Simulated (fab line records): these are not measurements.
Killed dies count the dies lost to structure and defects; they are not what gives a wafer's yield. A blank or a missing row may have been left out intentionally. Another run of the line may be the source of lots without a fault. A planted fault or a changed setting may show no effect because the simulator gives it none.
Chamber matching -- flow nand harc -- pecvd-03 running NHARC_A_M1_PRE_CLEAN_32: 3 sister chambers
The step time 12 s. 6 wafers are shown with their chamber, then 8 later ones without.

## WAFERS WITH THEIR CHAMBER
wafer,chamber,heater power w (W),rf fwd power W (W)
L075.4,1,580,290.6
L080.5,0,590,292.6
L084.4,0,641,292.6
L082.5,2,588,291.2
L082.6,1,567,293.2
L088.1,2,567,292.5

## WAFERS MISSING THEIR CHAMBER
wafer,heater power w (W),rf fwd power W (W)
L088.2,615,293.1
L088.5,570,292.5
L094.1,630,293.0
L094.2,598,292.7
L094.3,582,294.9
L095.2,592,293.0
L095.3,544,293.1
L095.6,595,292.5

## CHAMBER TAKEN BY EACH
wafer,from the rows above,in truth
L088.2,can't be placed: 0 or 2 or 1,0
L088.5,can't be placed: 1 or 2 or 0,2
L094.1,can't be placed: 0 or 2 or 1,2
L094.2,can't be placed: 0 or 2 or 1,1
L094.3,can't be placed: 0 or 1 or 2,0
L095.2,can't be placed: 0 or 2 or 1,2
L095.3,can't be placed: 1 or 2 or 0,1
L095.6,can't be placed: 0 or 2 or 1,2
Correct placement for 0 of the 8. These rows do not allow placing 8 (true chamber among the candidates in 8). Number placed wrongly: 0.
How it was worked out, from the rows above alone: a wafer's distance from a chamber is the root of the sum, over the readings, of the square of ((its reading less the chamber's mean) divided by the reading's scatter). If the next closest chamber is less than 2 further off than the closest, the wafer can't be placed; otherwise it belongs to the closest. For every chamber, the mean is computed from those of its wafers that are shown. The scatter is the square root of a quotient: the sum, over the shown wafers, of each reading's squared deviation from its chamber's mean, divided by wafers minus chambers.
